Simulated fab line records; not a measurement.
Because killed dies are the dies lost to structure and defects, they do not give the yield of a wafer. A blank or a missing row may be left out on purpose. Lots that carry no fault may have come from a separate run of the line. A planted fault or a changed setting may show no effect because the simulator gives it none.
Comparing a struck lot with a sound one | flow nandHarc | 28 steps out of a route of 1302
Sound: wafers L507.1, L507.5, L507.6. Struck: wafer L517.6 (L517.2, L517.5, from the same lot, were not struck and are left out); the cause is given at the end.
For every step that has rows: the tool of each side, followed by ch and its chambers, followed by its first start. Under that, the readings that differ: sound wafers | struck wafers | difference of the means | sigmas: that difference in standard deviations of wafers without a fault.
alike: readings with means less than 2 such deviations apart, plus words and numbers identical on both sides. not compared: withheld readings, readings lacking a value on some wafer, bounds such as >300 that could conceal the same value, and numbers that have no deviation in the record and whose values overlap.
A row with sigmas, a row that says differs or no value, or rows on one side alone: a step with any of these is where the two part. Numbers that don't overlap but have no deviation are shown without sigmas and don't part them. Lack of a reading on every wafer of one side parts them only where that side has two or more wafers.

NHARC_A_CHANNEL_HOLE_D2_OVL_MEAS_11:
  struck on overlay-01, day 16 22:44; sound on overlay-01, day 13 04:40
  alike: overlayXNm, overlayYNm
NHARC_A_CHANNEL_HOLE_D2_INSPECT_12:
  struck on defectInspect-02, day 16 22:47; sound on defectInspect-01, day 13 04:42
reading        | sound | struck | difference | sigmas
rawDefectCount | 7 4 5 | 64     | +59        | +3
then, 1 step without rows for these wafers: NHARC_A_CHANNEL_HOLE_D2_DESCUM_15 (chemistry O2, time 3 s).
NHARC_A_CHANNEL_HOLE_D2_ETCH_38: etches the open film in CF4, target depth 39 nm, time 65 s.
  sound on rieDiel-09 ch 1,2,3, day 13 04:52; struck on rieDiel-02 ch 2, day 16 22:56
  alike: drypumpMotorCurrentA, oesProductAu, rfVppV, showerheadPlenumPTorr, throttleValvePct
  not compared: rfHoursCounterH
then, 1 step without rows for these wafers: NHARC_A_CHANNEL_HOLE_D2_ETCH_39 (etches the open film in N2/H2, target depth 260 nm, time 325 s).
NHARC_A_CHANNEL_HOLE_D2_ETCH_34: etches the open film in CF4/CHF3, target depth 154 nm, time 77 s.
  sound: rieDiel-09 ch 1,2; struck: rieDiel-02 ch 2
reading              | sound                | struck | difference | sigmas
throttleValvePct (%) | 16.803 16.812 16.799 | 16.775 | -0.030     | -3
  alike: drypumpMotorCurrentA, oesProductAu, rfVppV, showerheadPlenumPTorr
  not compared: rfHoursCounterH
then, 1 step without rows for these wafers: NHARC_A_CHANNEL_HOLE_D2_ETCH_16 (etches the open film in O2/COS, target depth 3100 nm, time 806 s).
NHARC_A_CHANNEL_HOLE_D2_CD_MEAS_18:
  struck on cdSem-03, day 16 23:57; sound on cdSem-03, day 13 05:52
  alike: cdNm
then, 1 step without rows for these wafers: NHARC_A_CHANNEL_HOLE_D2_ETCH_19 (etches the open film in C4F8/O2/Ar, time 34.5 s).
NHARC_A_CHANNEL_HOLE_D2_ETCH_20: etches the open film in C4F8/O2/Ar, time 361.9 s, target depth 1600 nm.
  sound on harEtch-02 ch 0,1, day 13 08:53; struck on harEtch-01 ch 0, day 17 00:08
reading                  | sound       | struck | difference | sigmas
drypumpMotorCurrentA (A) | 5.6 5.7 5.5 | 6.5    | +0.9       | +2
  alike: o2FlowSccm, showerheadPlenumPTorr, throttleValvePct
  not compared: rfHoursCounterH
then, 2 steps without rows for these wafers: NHARC_A_CHANNEL_HOLE_D2_ETCH_21 (etches the open film in C4F8/O2/Ar, time 514.3 s, target depth 1600 nm); NHARC_A_CHANNEL_HOLE_D2_ETCH_22 (etches the open film in C4F8/O2/Ar, time 666.7 s, target depth 1600 nm).
NHARC_A_CHANNEL_HOLE_D2_ETCH_23: etches the open film in C4F8/O2/Ar, time 819 s, target depth 1600 nm.
  sound on harEtch-02 ch 0,1, day 13 10:16; struck on harEtch-01 ch 0, day 17 01:28
reading                  | sound       | struck | difference | sigmas
drypumpMotorCurrentA (A) | 5.7 5.6 5.5 | 6.6    | +1.0       | +2
  alike: o2FlowSccm, showerheadPlenumPTorr, throttleValvePct
  not compared: rfHoursCounterH
then, 2 steps without rows for these wafers: NHARC_A_CHANNEL_HOLE_D2_ETCH_24 (etches the open film in C4F8/O2/Ar, time 906.2 s, target depth 1500 nm); NHARC_A_CHANNEL_HOLE_D2_ETCH_25 (etches the open film in C4F8/O2/Ar, time 1040.2 s, target depth 1500 nm).
NHARC_A_CHANNEL_HOLE_D2_ETCH_26: etches the open film in C4F8/O2/Ar, time 224.1 s, target depth 300 nm.
  sound on harEtch-02 ch 0,1, day 13 12:31; struck on harEtch-01 ch 0, day 17 03:49
reading                  | sound       | struck | difference | sigmas
drypumpMotorCurrentA (A) | 5.6 5.6 5.5 | 6.6    | +1.0       | +2
  alike: o2FlowSccm, showerheadPlenumPTorr, throttleValvePct
  not compared: rfHoursCounterH
then, 5 steps without rows for these wafers: NHARC_A_CHANNEL_HOLE_D2_ETCH_27 (etches the open film in C4F8/O2/Ar, time 90 s, target depth 400 nm); NHARC_A_CHANNEL_HOLE_D2_STRIP_41 (strips in N2/H2); NHARC_A_CHANNEL_HOLE_D2_STRIP_42 (strips in CF4/CHF3); NHARC_A_CHANNEL_HOLE_D2_STRIP_43 (strips in O2/COS); NHARC_A_CHANNEL_HOLE_D2_ETCH_44 (etches the open film in CF4/O2, target depth 140 nm, overetch 14 nm, time 77 s).
NHARC_A_CHANNEL_HOLE_D2_STRIP_28: strips in O2.
  sound: rieDiel-12 ch 2,3; struck: rieDiel-02 ch 1
  alike: drypumpMotorCurrentA, o2FlowSccm, oesProductAu, rfVppV, showerheadPlenumPTorr, throttleValvePct
  not compared: rfHoursCounterH
then, 2 steps without rows for these wafers: NHARC_A_CHANNEL_HOLE_D2_PRECLEAN_29 (cleans in SC1); NHARC_A_CHANNEL_HOLE_D2_SRD_30.
NHARC_A_CHANNEL_HOLE_D2_CD_MEAS_31:
  struck on cdSem-01, day 17 05:36; sound on cdSem-02, day 13 14:41
  alike: cdNm
NHARC_A_CHANNEL_HOLE_D2_XSEM_32:
  sound on xsem-02 ch 0, day 13 14:47; struck on xsem-01 ch 0, day 17 05:41
reading    | sound          | struck | difference | sigmas
bowNm (nm) | 8.83 8.84 8.82 | 11.11  | +2.28      | +10
  alike: botCdNm, tiltDeg
NHARC_A_CHANNEL_HOLE_D2_INSPECT_40:
  struck on defectInspect-01, day 17 05:47; sound on defectInspect-01, day 13 14:53
  alike: rawDefectCount
then, 1 step without rows for these wafers: NHARC_END_SORT_01.

== WHERE THEY PART ==
Earliest at NHARC_A_CHANNEL_HOLE_D2_INSPECT_12; latest, in this record, at NHARC_A_CHANNEL_HOLE_D2_XSEM_32. Later steps at which nothing parts them and some readings are alike: NHARC_A_CHANNEL_HOLE_D2_INSPECT_40.

WHY: what the simulator had put in
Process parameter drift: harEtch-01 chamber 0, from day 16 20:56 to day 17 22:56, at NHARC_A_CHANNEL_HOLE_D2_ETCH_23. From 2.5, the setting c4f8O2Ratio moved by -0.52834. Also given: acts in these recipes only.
